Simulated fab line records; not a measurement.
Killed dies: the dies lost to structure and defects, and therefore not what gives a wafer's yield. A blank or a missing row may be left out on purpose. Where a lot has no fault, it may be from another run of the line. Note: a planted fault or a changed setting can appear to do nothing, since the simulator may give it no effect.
Which tool is to blame? + flow n5Finfet + Sampling: 24 lots, 72 wafers, 5 of 1938 route steps

## WHAT THE GAUGES SHOWED, per wafer
N5_ILD0_INSPECT_06: inspects for defects (darkfield). Usual: rawDefectCount reads 36 (standard deviation 16).
| lot  | measured    | on               | rawDefectCount | flag |
|------|-------------|------------------|----------------|------|
| L074 | day 3 18:34 | defectInspect-02 | 22 54 58       |      |
| L075 | day 4 03:29 | defectInspect-01 | 18 39 32       |      |
| L076 | day 4 07:16 | defectInspect-01 | 37 27 50       |      |
| L077 | day 4 12:23 | defectInspect-02 | 35 24 22       |      |
| L078 | day 4 18:17 | defectInspect-02 | 14 33 45       |      |
| L079 | day 5 00:51 | defectInspect-02 | 85 35 31       |      |
| L080 | day 5 08:26 | defectInspect-02 | 14 24 19       |      |
| L081 | day 5 14:20 | defectInspect-01 | 27 44 59       |      |
| L082 | day 5 18:07 | defectInspect-02 | 56 48 31       |      |
| L083 | day 6 01:38 | defectInspect-01 | 26 28 18       |      |
| L084 | day 6 06:05 | defectInspect-02 | 21 21 54       |      |
| L085 | day 6 09:55 | defectInspect-01 | 26 22 26       |      |
| L086 | day 6 19:38 | defectInspect-02 | 74 91 75       |      |
| L087 | day 7 02:09 | defectInspect-02 | 41 21 16       |      |
| L088 | day 7 05:17 | defectInspect-01 | 34 48 28       |      |
| L089 | day 7 12:00 | defectInspect-01 | 22 27 37       |      |
| L090 | day 7 20:35 | defectInspect-02 | 17 28 34       |      |
| L091 | day 7 23:13 | defectInspect-02 | 50 29 59       |      |
| L092 | day 8 05:15 | defectInspect-01 | 37 46 43       |      |
| L093 | day 8 14:14 | defectInspect-01 | 21 45 30       |      |
| L094 | day 8 18:22 | defectInspect-02 | 31 31 49       |      |
| L095 | day 9 00:34 | defectInspect-01 | 60 43 35       |      |
| L096 | day 9 06:05 | defectInspect-01 | 40 34 55       |      |
| L097 | day 9 13:56 | defectInspect-02 | 34 33 43       |      |

## WHAT TOOL EACH LOT RAN ON (gives the tool, then ch and the chambers of the sampled wafers, and finally the start)
| lot  | N5_SPACER0_ALD_08               | N5_SD_EPI_N_ETCH_45              | N5_ILD0_CMP_07               | N5_ILD0_CMP_12               |
|------|---------------------------------|----------------------------------|------------------------------|------------------------------|
| L074 | aldSin-02 ch 1,2,3, day 3 02:21 | rieDiel-03 ch 2,3, day 3 03:29   | cmp-02 ch 1,2, day 3 15:02   | cmp-02 ch 2,3, day 3 18:14   |
| L075 | aldSin-04 ch 1,2, day 3 09:48   | rieDiel-03 ch 0,3, day 3 12:08   | cmp-02 ch 0,1,2, day 4 00:02 | cmp-02 ch 0,3, day 4 03:13   |
| L076 | aldSin-01 ch 1,2,3, day 3 12:53 | rieDiel-06 ch 0,1,3, day 3 14:02 | cmp-02 ch 0,2, day 4 03:25   | cmp-02 ch 1,2, day 4 06:57   |
| L077 | aldSin-02 ch 0,1, day 3 20:07   | rieDiel-05 ch 0,1, day 3 21:26   | cmp-01 ch 0,1,2, day 4 08:56 | cmp-01 ch 1,2,3, day 4 12:08 |
| L078 | aldSin-02 ch 0,2,3, day 4 01:35 | rieDiel-03 ch 1,3, day 4 02:37   | cmp-03 ch 0,1,2, day 4 14:47 | cmp-03 ch 1,2, day 4 17:58   |
| L079 | aldSin-04 ch 0,1,3, day 4 08:09 | rieDiel-03 ch 1,2, day 4 09:22   | cmp-03 ch 0,1,3, day 4 21:22 | cmp-02 ch 0,3, day 5 00:32   |
| L080 | aldSin-04 ch 2,3, day 4 13:19   | rieDiel-06 ch 2,3, day 4 15:26   | cmp-02 ch 0,1,3, day 5 04:17 | cmp-02 ch 1,3, day 5 08:07   |
| L081 | aldSin-01 ch 0,1,3, day 4 22:12 | rieDiel-03 ch 0,1,2, day 4 23:22 | cmp-03 ch 2,3, day 5 10:39   | cmp-01 ch 1,2,3, day 5 14:07 |
| L082 | aldSin-04 ch 0,3, day 5 02:12   | rieDiel-06 ch 0,2,3, day 5 03:14 | cmp-01 ch 1,2, day 5 14:34   | cmp-01 ch 0,2,3, day 5 17:49 |
| L083 | aldSin-01 ch 0,1, day 5 07:04   | rieDiel-06 ch 0,3, day 5 08:34   | cmp-03 ch 0,1,2, day 5 22:12 | cmp-01 ch 1,2, day 6 01:19   |
| L084 | aldSin-04 ch 0,1,3, day 5 14:19 | rieDiel-03 ch 1,2,3, day 5 15:20 | cmp-01 ch 0,2,3, day 6 02:33 | cmp-02 ch 0,1,3, day 6 05:46 |
| L085 | aldSin-01 ch 1,3, day 5 17:24   | rieDiel-05 ch 0,2, day 5 18:26   | cmp-02 ch 0,1, day 6 06:23   | cmp-02 ch 2,3, day 6 09:38   |
| L086 | aldSin-02 ch 0,2,3, day 6 01:59 | rieDiel-03 ch 0,2,3, day 6 03:09 | cmp-02 ch 1,3, day 6 16:07   | cmp-03 ch 0,1,3, day 6 19:24 |
| L087 | aldSin-02 ch 2,3, day 6 08:03   | rieDiel-05 ch 1,2, day 6 09:13   | cmp-03 ch 0,3, day 6 22:28   | cmp-01 ch 0,1,2, day 7 01:57 |
| L088 | aldSin-02 ch 0,1,3, day 6 10:57 | rieDiel-06 ch 0,2,3, day 6 12:18 | cmp-02 ch 0,1,2, day 7 01:44 | cmp-03 ch 1,2,3, day 7 04:58 |
| L089 | aldSin-04 ch 2,3, day 6 20:10   | rieDiel-03 ch 1,2, day 6 21:20   | cmp-03 ch 0,3, day 7 08:30   | cmp-03 ch 0,1, day 7 11:41   |
| L090 | aldSin-01 ch 0,2, day 7 04:35   | rieDiel-06 ch 1,2,3, day 7 05:47 | cmp-02 ch 0,2,3, day 7 17:08 | cmp-03 ch 1,2, day 7 20:16   |
| L091 | aldSin-02 ch 1,3, day 7 06:39   | rieDiel-03 ch 1,2, day 7 07:49   | cmp-03 ch 1,2,3, day 7 19:14 | cmp-02 ch 1,3, day 7 22:56   |
| L092 | aldSin-04 ch 1,2,3, day 7 12:53 | rieDiel-05 ch 1,2,3, day 7 14:02 | cmp-02 ch 1,2,3, day 8 01:45 | cmp-02 ch 0,2,3, day 8 05:00 |
| L093 | aldSin-02 ch 0,3, day 7 20:31   | rieDiel-05 ch 0,2,3, day 7 21:32 | cmp-03 ch 0,1,2, day 8 10:32 | cmp-03 ch 0,2,3, day 8 13:55 |
| L094 | aldSin-01 ch 0,3, day 8 01:22   | rieDiel-06 ch 2,3, day 8 03:04   | cmp-02 ch 0,1,2, day 8 14:54 | cmp-01 ch 0,1,2, day 8 18:07 |
| L095 | aldSin-02 ch 2,3, day 8 06:17   | rieDiel-06 ch 0,2, day 8 07:26   | cmp-01 ch 2,3, day 8 20:42   | cmp-02 ch 0,1,2, day 9 00:20 |
| L096 | aldSin-02 ch 1,2, day 8 11:17   | rieDiel-05 ch 0,3, day 8 12:45   | cmp-01 ch 0,1,2, day 9 02:34 | cmp-01 ch 0,2,3, day 9 05:46 |
| L097 | aldSin-02 ch 0,3, day 8 20:02   | rieDiel-03 ch 0,3, day 8 21:11   | cmp-02 ch 1,2,3, day 9 10:23 | cmp-02 ch 0,2,3, day 9 13:37 |
- N5_SPACER0_ALD_08: deposits SiNx, target thk 2 nm.
- N5_SD_EPI_N_ETCH_45: etches SiOCN in CH3F/O2, target depth 6 nm.
- N5_ILD0_CMP_07: polishes SiO2 flowable, stops on poly-Si, t overpolish 1.18 s, target thk 138.88 nm.
- N5_ILD0_CMP_12: polishes SiNx, stops on poly-Si, t overpolish 6 s, target thk 17.67 nm.

## WHAT THE TOOLS THEMSELVES READ (means of the sampled wafers that have a number; where no wafer has one, the mark that the record gives instead)
N5_SPACER0_ALD_08. Usual: heaterPowerW reads 828 W (standard deviation 86).
| lot  | tool      | heaterPowerW (W) | flag |
|------|-----------|------------------|------|
| L074 | aldSin-02 | 859              |      |
| L075 | aldSin-04 | 733              |      |
| L076 | aldSin-01 | 832              |      |
| L077 | aldSin-02 | 836              |      |
| L078 | aldSin-02 | 871              |      |
| L079 | aldSin-04 | 787              |      |
| L080 | aldSin-04 | 755              |      |
| L081 | aldSin-01 | 849              |      |
| L082 | aldSin-04 | 783              |      |
| L083 | aldSin-01 | 840              |      |
| L084 | aldSin-04 | 785              |      |
| L085 | aldSin-01 | 899              |      |
| L086 | aldSin-02 | 893              |      |
| L087 | aldSin-02 | 928              |      |
| L088 | aldSin-02 | 859              |      |
| L089 | aldSin-04 | 755              |      |
| L090 | aldSin-01 | 787              |      |
| L091 | aldSin-02 | 909              |      |
| L092 | aldSin-04 | 736              |      |
| L093 | aldSin-02 | 934              |      |
| L094 | aldSin-01 | 910              |      |
| L095 | aldSin-02 | 873              |      |
| L096 | aldSin-02 | 778              |      |
| L097 | aldSin-02 | 944              |      |

N5_SD_EPI_N_ETCH_45. Usual: drypumpMotorCurrentA 5.47 A, standard deviation 0.21; mfcArSccm 150.0 sccm, standard deviation 0.49; oesProductAu 0.81 a.u., standard deviation 0.082; rfVppV 127.5 V, standard deviation 0.95; showerheadPlenumPTorr 2.00 Torr, standard deviation 0.063; throttleValvePct 23.27 %, standard deviation 0.23.
| lot  | tool       | drypumpMotorCurrentA (A) | mfcArSccm (sccm) | oesProductAu (a.u.) | rfVppV (V) | showerheadPlenumPTorr (Torr) | throttleValvePct (%) | flag |
|------|------------|--------------------------|------------------|---------------------|------------|------------------------------|----------------------|------|
| L074 | rieDiel-03 | 5.39                     | 150.5            | 0.92                | 127.1      | 1.98                         | 23.40                |      |
| L075 | rieDiel-03 | 5.36                     | 149.9            | 0.90                | 128.3      | 2.03                         | 23.39                |      |
| L076 | rieDiel-06 | 5.56                     | 150.3            | 0.82                | 127.4      | 1.99                         | 23.24                |      |
| L077 | rieDiel-05 | 5.40                     | 149.9            | 0.72                | 128.1      | 2.06                         | 23.52                |      |
| L078 | rieDiel-03 | 5.35                     | 150.0            | 0.95                | 127.9      | 2.03                         | 23.28                |      |
| L079 | rieDiel-03 | 5.55                     | 149.8            | 0.84                | 126.8      | 1.91                         | 23.14                |      |
| L080 | rieDiel-06 | 5.29                     | 150.4            | 0.77                | 127.7      | 2.01                         | 23.15                |      |
| L081 | rieDiel-03 | 5.48                     | 150.0            | 0.83                | 127.9      | 1.96                         | 23.13                |      |
| L082 | rieDiel-06 | 5.37                     | 149.8            | 0.78                | 127.3      | 1.97                         | 23.30                |      |
| L083 | rieDiel-06 | 5.47                     | 150.0            | 0.78                | 127.4      | 1.94                         | 23.48                |      |
| L084 | rieDiel-03 | 5.45                     | 150.0            | 0.87                | 126.8      | 1.97                         | 23.22                |      |
| L085 | rieDiel-05 | 5.37                     | 149.8            | 0.75                | 127.9      | 2.05                         | 23.48                |      |
| L086 | rieDiel-03 | 5.45                     | 149.7            | 0.81                | 127.0      | 1.96                         | 23.35                |      |
| L087 | rieDiel-05 | 5.66                     | 150.1            | 0.71                | 127.5      | 2.03                         | 23.40                |      |
| L088 | rieDiel-06 | 5.38                     | 149.6            | 0.77                | 127.7      | 1.97                         | 23.33                |      |
| L089 | rieDiel-03 | 5.51                     | 149.5            | 0.87                | 127.8      | 1.97                         | 23.04                |      |
| L090 | rieDiel-06 | 5.48                     | 150.4            | 0.78                | 127.2      | 2.01                         | 23.13                |      |
| L091 | rieDiel-03 | 5.51                     | 149.9            | 0.85                | 126.8      | 1.97                         | 23.04                |      |
| L092 | rieDiel-05 | 5.70                     | 149.8            | 0.78                | 127.5      | 2.02                         | 23.31                |      |
| L093 | rieDiel-05 | 5.54                     | 150.1            | 0.80                | 127.6      | 2.03                         | 23.35                |      |
| L094 | rieDiel-06 | 5.31                     | 149.9            | 0.77                | 127.3      | 2.00                         | 23.32                |      |
| L095 | rieDiel-06 | 5.35                     | 149.9            | 0.73                | 126.7      | 1.95                         | 23.23                |      |
| L096 | rieDiel-05 | 5.28                     | 149.5            | 0.80                | 128.4      | 2.06                         | 23.50                |      |
| L097 | rieDiel-03 | 5.35                     | 150.3            | 0.81                | 126.5      | 2.01                         | 23.45                |      |

N5_ILD0_CMP_07. Usual: motorCurrentA reads 12.0 A (standard deviation 0.76).
| lot  | tool   | motorCurrentA (A) | flag |
|------|--------|-------------------|------|
| L074 | cmp-02 | 12.0              |      |
| L075 | cmp-02 | 11.4              |      |
| L076 | cmp-02 | 11.2              |      |
| L077 | cmp-01 | 12.1              |      |
| L078 | cmp-03 | 12.6              |      |
| L079 | cmp-03 | 12.8              |      |
| L080 | cmp-02 | 11.5              |      |
| L081 | cmp-03 | 11.5              |      |
| L082 | cmp-01 | 12.0              |      |
| L083 | cmp-03 | 12.6              |      |
| L084 | cmp-01 | 12.2              |      |
| L085 | cmp-02 | 12.0              |      |
| L086 | cmp-02 | 11.7              |      |
| L087 | cmp-03 | 12.2              |      |
| L088 | cmp-02 | 11.6              |      |
| L089 | cmp-03 | 11.7              |      |
| L090 | cmp-02 | 11.8              |      |
| L091 | cmp-03 | 11.9              |      |
| L092 | cmp-02 | 11.7              |      |
| L093 | cmp-03 | 12.1              |      |
| L094 | cmp-02 | 11.7              |      |
| L095 | cmp-01 | 12.1              |      |
| L096 | cmp-01 | 11.9              |      |
| L097 | cmp-02 | 12.1              |      |

N5_ILD0_CMP_12. Usual: motorCurrentA 8.7 A, standard deviation 0.54; overpolishRunS 6.000 s, standard deviation 0.0089; timeToEndpointS 28.5 s, standard deviation 2.1.
| lot  | tool   | motorCurrentA (A) | overpolishRunS (s) | timeToEndpointS (s) | flag |
|------|--------|-------------------|--------------------|---------------------|------|
| L074 | cmp-02 | 8.5               | 6.000              | 30.8                |      |
| L075 | cmp-02 | 8.3               | 5.994              | 30.5                |      |
| L076 | cmp-02 | 8.6               | 5.998              | 29.6                |      |
| L077 | cmp-01 | 8.9               | 5.999              | 27.3                |      |
| L078 | cmp-03 | 9.0               | 5.988              | 27.3                |      |
| L079 | cmp-02 | 8.5               | 5.997              | 33.0                |      |
| L080 | cmp-02 | 8.6               | 5.998              | 30.1                |      |
| L081 | cmp-01 | 9.1               | 5.995              | 26.8                |      |
| L082 | cmp-01 | 9.2               | 5.995              | 27.4                |      |
| L083 | cmp-01 | 9.2               | 6.004              | 29.9                |      |
| L084 | cmp-02 | 8.5               | 5.998              | 29.1                |      |
| L085 | cmp-02 | 8.7               | 6.003              | 29.5                |      |
| L086 | cmp-03 | 9.2               | 6.004              | 28.5                |      |
| L087 | cmp-01 | 9.2               | 6.005              | 28.1                |      |
| L088 | cmp-03 | 8.5               | 6.001              | 28.1                |      |
| L089 | cmp-03 | 9.2               | 5.999              | 26.5                |      |
| L090 | cmp-03 | 8.6               | 6.002              | 24.5                |      |
| L091 | cmp-02 | 8.6               | 5.999              | 29.1                |      |
| L092 | cmp-02 | 8.2               | 5.995              | 28.3                |      |
| L093 | cmp-03 | 9.3               | 5.994              | 26.7                |      |
| L094 | cmp-01 | 9.0               | 6.005              | 25.7                |      |
| L095 | cmp-02 | 8.5               | 6.005              | 29.1                |      |
| L096 | cmp-01 | 9.0               | 6.005              | 29.5                |      |
| L097 | cmp-02 | 8.6               | 5.999              | 28.6                |      |

## THE ANSWER, worked out from the rows above alone
Rule: lot off if the mean of its wafers having a number is beyond 3 standard deviations from the usual mean. A lot without any number at a reading at which 4 lots or more have one is off too. All remaining lots with rows at the step are treated as sound. After the gauges, taken in route order, come the tools' own readings; for these a lot's mean is taken, as printed above. The first step at which some lot is off is used, and at that step the reading that is off furthest; a lot without a number counts as furthest.
Across all readings shown, no lot is off: no conclusion can be drawn from this.

## WHAT HAD BEEN PUT IN BY THE SIMULATOR
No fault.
